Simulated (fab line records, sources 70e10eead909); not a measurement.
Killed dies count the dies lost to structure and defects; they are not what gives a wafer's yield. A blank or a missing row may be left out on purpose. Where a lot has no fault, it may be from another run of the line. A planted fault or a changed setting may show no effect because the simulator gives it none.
Matching of chambers / flow nand_harc / NHARC_A_CHANNEL_FILL_D1_ALD_02 on ald_hk-04: 4 sister chambers
The step deposits SiO2, target thk 6 nm, pulse time 10 s, ald cycles 60. 20 wafers are shown with their chamber, then 10 later ones without.

## WAFERS, EACH WITH ITS CHAMBER
wafer=L074.2; chamber=2; heater_power_w (W)=416; precursor_pulse_height_rel=0.989
wafer=L074.3; chamber=1; heater_power_w (W)=407; precursor_pulse_height_rel=1.028
wafer=L074.6; chamber=2; heater_power_w (W)=427; precursor_pulse_height_rel=1.002
wafer=L075.1; chamber=0; heater_power_w (W)=503; precursor_pulse_height_rel=1.056
wafer=L075.4; chamber=2; heater_power_w (W)=425; precursor_pulse_height_rel=1.023
wafer=L075.5; chamber=1; heater_power_w (W)=405; precursor_pulse_height_rel=0.984
wafer=L076.1; chamber=3; heater_power_w (W)=459; precursor_pulse_height_rel=1.013
wafer=L076.3; chamber=2; heater_power_w (W)=425; precursor_pulse_height_rel=0.951
wafer=L076.4; chamber=1; heater_power_w (W)=413; precursor_pulse_height_rel=0.990
wafer=L080.4; chamber=1; heater_power_w (W)=407; precursor_pulse_height_rel=1.052
wafer=L080.5; chamber=0; heater_power_w (W)=519; precursor_pulse_height_rel=1.017
wafer=L080.6; chamber=3; heater_power_w (W)=457; precursor_pulse_height_rel=0.971
wafer=L083.2; chamber=1; heater_power_w (W)=405; precursor_pulse_height_rel=0.979
wafer=L083.3; chamber=2; heater_power_w (W)=440; precursor_pulse_height_rel=1.022
wafer=L083.4; chamber=3; heater_power_w (W)=460; precursor_pulse_height_rel=1.025
wafer=L085.2; chamber=0; heater_power_w (W)=501; precursor_pulse_height_rel=1.041
wafer=L085.3; chamber=3; heater_power_w (W)=450; precursor_pulse_height_rel=1.015
wafer=L085.6; chamber=3; heater_power_w (W)=468; precursor_pulse_height_rel=1.024
wafer=L091.3; chamber=1; heater_power_w (W)=406; precursor_pulse_height_rel=0.986
wafer=L091.4; chamber=2; heater_power_w (W)=439; precursor_pulse_height_rel=1.004

SIGNATURES (means of the wafers above)
reading=heater_power_w; chamber 0=507.67; chamber 1=407.17; chamber 2=428.67; chamber 3=458.80; scatter within a chamber=7.21
reading=precursor_pulse_height_rel; chamber 0=1.03800; chamber 1=1.00317; chamber 2=0.99850; chamber 3=1.00960; scatter within a chamber=0.0259
Rule: for each reading, subtract the chamber's mean from the wafer's reading, divide by that reading's scatter and square the result; add these up over the readings and take the root, which gives the wafer's distance from the chamber. If the next closest chamber is less than 2 further off than the closest, the wafer can't be placed; otherwise it belongs to the closest. The scatter is the square root of a quotient: the sum, over the shown wafers, of each reading's squared deviation from its chamber's mean, divided by wafers minus chambers.

## WAFERS WITHOUT THEIR CHAMBER
wafer=L091.6; heater_power_w (W)=461; precursor_pulse_height_rel=0.998
wafer=L094.4; heater_power_w (W)=414; precursor_pulse_height_rel=1.027
wafer=L094.5; heater_power_w (W)=513; precursor_pulse_height_rel=0.976
wafer=L094.6; heater_power_w (W)=463; precursor_pulse_height_rel=1.021
wafer=L093.3; heater_power_w (W)=509; precursor_pulse_height_rel=0.984
wafer=L093.5; heater_power_w (W)=436; precursor_pulse_height_rel=1.018
wafer=L093.6; heater_power_w (W)=456; precursor_pulse_height_rel=0.968
wafer=L097.2; heater_power_w (W)=506; precursor_pulse_height_rel=1.012
wafer=L097.3; heater_power_w (W)=420; precursor_pulse_height_rel=1.030
wafer=L097.5; heater_power_w (W)=520; precursor_pulse_height_rel=1.009

## WHICH CHAMBER EACH WENT THROUGH
wafer=L091.6; from the rows above=3; in truth=3
wafer=L094.4; from the rows above=can't be placed: 1 or 2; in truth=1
wafer=L094.5; from the rows above=0; in truth=0
wafer=L094.6; from the rows above=3; in truth=3
wafer=L093.3; from the rows above=0; in truth=0
wafer=L093.5; from the rows above=can't be placed: 2 or 3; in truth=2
wafer=L093.6; from the rows above=3; in truth=3
wafer=L097.2; from the rows above=0; in truth=0
wafer=L097.3; from the rows above=can't be placed: 2 or 1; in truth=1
wafer=L097.5; from the rows above=0; in truth=0
Correct placement for 7 of the 10. These rows do not allow placing 3 (true chamber among the candidates in 3). Number placed wrongly: 0.
